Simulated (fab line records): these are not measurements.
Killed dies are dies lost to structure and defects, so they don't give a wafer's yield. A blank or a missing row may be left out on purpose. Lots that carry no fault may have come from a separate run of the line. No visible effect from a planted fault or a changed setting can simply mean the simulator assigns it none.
Problem report, 8D (eight disciplines) form, completed by code ; flow n5Finfet ; the parts of the form that need people (team, actions taken, sign-off) are left out

## 1. WHAT IS WRONG
At N5_MIM_BOT_LITHO_EXPOSE_05, exposureDoseMJCm2 averages 24.963 over 6 wafers from 2 lots, while fault-free wafers read 24.252, standard deviation 0.024. That puts it +30 standard deviations away from the usual mean.
The step: exposes mask MIM BOT.
First seen on wafer L278.1, day 17 04:54, on krfScanner-01. The record holds 33 wafers of 11 lots with a number at this step. By rule, "out" or "out of limits" means more than 4 standard deviations away from the usual mean. All remaining wafers that have a number are taken as sound.

## 2. WHAT THIS IS AND IS NOT
question;is;is not
which readings at this step;exposureDoseMJCm2;-
which lots;L278, L279;L258, L260, L261, L265, L266, L268, L269, L270, L271
which wafers of those lots;all that have a number;-
read on which tools;krfScanner-01;krfScanner-02
when;from day 17 04:54;up to then (27 sound wafers)

## 3. THE SUSPECTS, EACH WITH WHAT RULES IT OUT
Counting: a tool at any process step up to the reading remains a suspect when it ran all the lots that are out and ran no sound lot after the first of those.
- krfScanner-01 at N5_MIM_BOT_LITHO_EXPOSE_05 (exposes mask MIM BOT): kept. Every lot that is out went through it, starting with L278 (day 17 04:54), and after that it ran no sound lot; the last sound lot it ran before then is L271 (day 15 15:58). Its own exposureDoseMJCm2 readings are out on those wafers.
Left after counting: krfScanner-01 at N5_MIM_BOT_LITHO_EXPOSE_05.

## 4. THE CAUSE (what the simulator had put in)
Process parameters drifting: krfScanner-01 at N5_MIM_BOT_LITHO_EXPOSE_05, beginning at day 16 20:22. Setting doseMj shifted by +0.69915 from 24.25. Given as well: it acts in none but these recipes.
Only this tool survived the counting.

## 5. THE CHAIN OF EFFECTS, in route order
Each row: a reading whose mean over the struck wafers that have a number lies more than 3 standard deviations from the usual. Scope: only readings with a usual standard deviation given in the record; hours: median across lots of the time from each lot's start at the first step in this table that gives one to its start at this step; sigmas: change in usual standard deviations.
hours;step;reading;usual;on struck wafers;change;sigmas
0;N5_MIM_BOT_LITHO_EXPOSE_05;exposureDoseMJCm2;24.252;24.963;+0.712;+30
Here are the process steps it includes:
- N5_MIM_BOT_LITHO_EXPOSE_05: exposes mask MIM BOT.
At these later measuring or inspecting steps, every struck wafer for which the step has a row has a number for every such reading, and none has moved that far: N5_MIM_BOT_LITHO_CD_MEAS_08.

## 6. WHAT WOULD HAVE CAUGHT IT SOONER
In this record no reading fell out of limits until day 17 04:54, 9 hours after the fault had begun at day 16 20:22.
